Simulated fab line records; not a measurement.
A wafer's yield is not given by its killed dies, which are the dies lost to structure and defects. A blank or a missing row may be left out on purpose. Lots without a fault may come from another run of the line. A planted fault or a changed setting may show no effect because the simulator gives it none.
2 desks looking at one fault ; flow n5_finfet ; numbers are kept per desk, each desk with only its own; the story behind them comes last

== AT THE TOOL OWNER'S DESK: litho_track-01 ==
The tool's own readings at N5_BEOL_M11_COAT_63 (time 60 s, resist thk 100 nm): means of the sampled wafers that have a number, for each lot that ran on this tool. The brackets show how far a lot's mean lies from the usual mean; more than 4 standard deviations puts the lot out of limits, marked OUT.
Columns: A = heater_power_total_W at N5_BEOL_M11_COAT_63, usual 500.4 W; B = spin_speed_rpm at N5_BEOL_M11_COAT_63, usual 1499.8 rpm
lot;first seen here;A;B
L103;day 11 02:34;499.4;1499.8
L105;day 11 14:21;502.2;1500.8
L110;day 12 21:02;498.7;1266.0 (-99 or more) OUT
L113;day 13 02:08;500.2;1267.6 (-99 or more) OUT
L123;day 16 02:12;499.0;1499.5
This desk's finding: out of limits on L110, L113; first on L110, day 12 21:02 (spin_speed_rpm at N5_BEOL_M11_COAT_63). L103, L105, L123 stayed within limits.

== METROLOGY DESK ==
What the gauges read for every lot (on any tool): the sampled wafers with a number, averaged. The brackets show how far a lot's mean lies from the usual mean; more than 4 standard deviations puts the lot out of limits, marked OUT.
Columns: A = cd_nm at N5_BEOL_M11_CD_MEAS_18, usual 69.9 nm
lot;first seen here;A
L103;day 11 02:32;70.7
L105;day 11 14:12;69.8
L104;day 11 14:22;69.1
L110;day 12 20:52;69.7
L113;day 13 02:05;69.5
L115;day 14 09:29;68.9
L119;day 14 17:29;70.8
L118;day 15 03:19;70.0
L124;day 16 01:41;69.1
L123;day 16 01:59;69.2
L126;day 17 11:40;70.8
This desk's verdict: no lot among the 11 shows anything out of limits.

== ALL TOGETHER ==
At day 12 21:02, on L110, L113, the tool owner's desk was in a position to raise an alarm.
From the metrology desk's view, nothing was out of limits.
The metrology desk has L110, L113 on record, within its limits.
All the named lots went through N5_BEOL_M11_COAT_63 on litho_track-01.

== WHAT THE SIMULATOR HAD PUT IN ==
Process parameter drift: litho_track-01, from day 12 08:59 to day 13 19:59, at N5_BEOL_M11_COAT_63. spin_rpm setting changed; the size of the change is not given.
Struck lots among those shown: L110, L113.
Hours from the fault's start to each desk's first reading out of limits: the tool owner's desk, 12.
